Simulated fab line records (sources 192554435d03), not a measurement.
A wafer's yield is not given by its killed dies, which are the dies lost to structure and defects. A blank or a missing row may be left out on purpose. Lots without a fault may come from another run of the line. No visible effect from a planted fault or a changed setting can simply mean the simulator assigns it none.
Chamber matching    flow n5_finfet    4 sister chambers for N5_SDB_CUT_ETCH_26 on rie_si-05
The step etches Si in HBr/Cl2/O2, target depth 129.6 nm, bt time 20 s, time 51.8 s. 16 wafers are shown with their chamber, then 8 later ones without.

## WAFERS, EACH WITH ITS CHAMBER
wafer   chamber  throttle_valve_pct (%)  drypump_motor_current_A (A)  chamber_pressure_mTorr (mTorr)
L075.1  3        37.48                   5.3                          10.001
L075.4  1        37.38                   5.4                          9.995
L075.5  3        37.49                   5.3                          9.990
L078.1  3        37.48                   5.3                          9.990
L078.4  2        37.31                   5.6                          10.005
L078.6  3        37.49                   5.3                          9.989
L086.1  0        37.44                   5.3                          10.021
L086.4  1        37.39                   5.4                          9.990
L086.5  0        37.43                   5.4                          10.000
L087.4  3        37.50                   5.3                          9.999
L087.5  3        37.48                   5.3                          9.997
L087.6  2        37.33                   5.6                          9.998
L088.1  2        37.32                   5.6                          10.005
L088.4  0        37.43                   5.4                          10.011
L088.6  2        37.33                   5.6                          10.001
L090.1  3        37.49                   5.3                          9.996

SIGNATURES (means of the wafers above)
reading                  chamber 0  chamber 1  chamber 2  chamber 3  scatter within a chamber
throttle_valve_pct       37.4333    37.3850    37.3225    37.4871    0.00782
drypump_motor_current_A  5.367      5.400      5.600      5.300      0.0236
chamber_pressure_mTorr   10.01067   9.99250    10.00225   9.99457    0.00584
Rule: for a wafer and a chamber, the distance is found by dividing, reading by reading, the gap between the wafer's reading and the chamber's mean by the reading's scatter, squaring, summing and taking the root. If the next closest chamber is less than 2 further off than the closest, the wafer can't be placed; otherwise it belongs to the closest. The scatter is the square root of a quotient: the sum, over the shown wafers, of each reading's squared deviation from its chamber's mean, divided by wafers minus chambers.

## WAFERS WITHOUT THEIR CHAMBER
wafer   throttle_valve_pct (%)  drypump_motor_current_A (A)  chamber_pressure_mTorr (mTorr)
L090.5  37.31                   5.6                          9.994
L090.6  37.48                   5.3                          10.011
L091.2  37.44                   5.4                          10.009
L091.3  37.32                   5.5                          9.999
L091.4  37.49                   5.3                          10.000
L094.2  37.40                   5.4                          9.990
L094.4  37.44                   5.4                          9.999
L094.5  37.43                   5.4                          9.984

## WHICH CHAMBER EACH ONE RAN IN
wafer   from the rows above      in truth
L090.5  2                        2
L090.6  3                        3
L091.2  0                        0
L091.3  2                        2
L091.4  3                        3
L094.2  1                        1
L094.4  0                        0
L094.5  can't be placed: 0 or 1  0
Correctly placed: 7 of 8. Not placeable from these rows: 1 (in 1, the candidates include the true chamber). 0 placed wrongly.
